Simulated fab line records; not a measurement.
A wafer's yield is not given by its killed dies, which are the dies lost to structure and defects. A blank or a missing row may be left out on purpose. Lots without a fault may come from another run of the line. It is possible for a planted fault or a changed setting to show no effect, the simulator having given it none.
Matching of chambers :: flow n5-finfet :: 3 sister chambers for N5_PMOS_HMC_CHANNEL_EPI_HM_DEP_34 on pecvd-03
The step deposits SiO2 from TEOS/O2, target thk 36 nm, time 6.9 s. 3 wafers are shown with their chamber, then 10 later ones without.

WAFERS PAIRED WITH THEIR CHAMBERS
wafer: L090.4
chamber: 1
throttle-valve-pct (%): 19.2

wafer: L093.1
chamber: 2
throttle-valve-pct (%): 17.7

wafer: L093.2
chamber: 0
throttle-valve-pct (%): 19.8

WAFERS WHOSE CHAMBER IS MISSING
wafer: L093.5
throttle-valve-pct (%): 19.3

wafer: L094.1
throttle-valve-pct (%): 20.3

wafer: L094.2
throttle-valve-pct (%): 19.5

wafer: L094.3
throttle-valve-pct (%): 17.6

wafer: L094.4
throttle-valve-pct (%): 19.2

wafer: L094.5
throttle-valve-pct (%): 20.1

wafer: L094.6
throttle-valve-pct (%): 17.7

wafer: L095.1
throttle-valve-pct (%): 20.0

wafer: L095.3
throttle-valve-pct (%): 19.1

wafer: L095.6
throttle-valve-pct (%): 19.5

WHICH CHAMBER EACH ONE RAN IN
wafer: L093.5
from the rows above: can't be placed: 1 or 0
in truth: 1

wafer: L094.1
from the rows above: 0
in truth: 0

wafer: L094.2
from the rows above: can't be placed: 0 or 1
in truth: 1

wafer: L094.3
from the rows above: 2
in truth: 2

wafer: L094.4
from the rows above: 1
in truth: 1

wafer: L094.5
from the rows above: 0
in truth: 0

wafer: L094.6
from the rows above: 2
in truth: 2

wafer: L095.1
from the rows above: 0
in truth: 0

wafer: L095.3
from the rows above: 1
in truth: 1

wafer: L095.6
from the rows above: can't be placed: 0 or 1
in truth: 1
Placed correctly: 7 of 10. Can't be placed from these rows: 3 (the true chamber is among the candidates in 3). 0 placed wrongly.
How it was worked out, from the rows above alone: a wafer's distance from a chamber is the root of the sum, over the readings, of the square of ((its reading less the chamber's mean) divided by the reading's scatter). The wafer belongs to the nearest chamber; if the next one is less than 2 further off, it can't be placed. The mean given for a chamber averages the wafers shown for that chamber. The scatter: with one shown wafer a chamber, the root of the mean of the squares of how far each hidden wafer lies from its nearest shown one.
